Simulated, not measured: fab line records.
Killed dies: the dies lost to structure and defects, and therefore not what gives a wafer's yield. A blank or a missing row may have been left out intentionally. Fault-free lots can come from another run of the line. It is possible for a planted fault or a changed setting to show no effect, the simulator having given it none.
Chamber matching | flow nandHarc | cmp-04 running NHARC_A_WL_FILL_CMP_12: 4 sister chambers
The step polishes, t overpolish 30 s, target thk 100 nm. 4 wafers are shown with their chamber, then 8 later ones without.

== WAFERS PAIRED WITH THEIR CHAMBERS ==
wafer  | chamber | motorCurrentA (A)
L081.2 | 3       | 11.6
L081.1 | 1       | 12.3
L081.3 | 2       | 13.6
L084.1 | 0       | 12.5

== WAFERS MISSING THEIR CHAMBER ==
wafer  | motorCurrentA (A)
L084.2 | 13.2
L084.6 | 11.7
L091.2 | 14.3
L091.3 | 12.9
L091.5 | 11.8
L096.2 | 12.7
L096.3 | 13.7
L096.6 | 13.1

== CHAMBER TAKEN BY EACH ==
wafer  | from the rows above          | in truth
L084.2 | can't be placed: 2 or 0 or 1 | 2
L084.6 | can't be placed: 3 or 1 or 0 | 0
L091.2 | 2                            | 2
L091.3 | can't be placed: 0 or 1 or 2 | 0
L091.5 | can't be placed: 3 or 1 or 0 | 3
L096.2 | can't be placed: 0 or 1 or 2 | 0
L096.3 | 2                            | 2
L096.6 | can't be placed: 2 or 0 or 1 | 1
Correctly placed: 2 of 8. Not placeable from these rows: 6 (in 6, the candidates include the true chamber). Number placed wrongly: 0.
How it was worked out, from the rows above alone: a wafer's distance from a chamber is the root of the sum, over the readings, of the square of ((its reading less the chamber's mean) divided by the reading's scatter). If the next closest chamber is less than 2 further off than the closest, the wafer can't be placed; otherwise it belongs to the closest. Each chamber's mean is taken over the wafers shown for it. The scatter: with one shown wafer a chamber, the root of the mean of the squares of how far each hidden wafer lies from its nearest shown one.
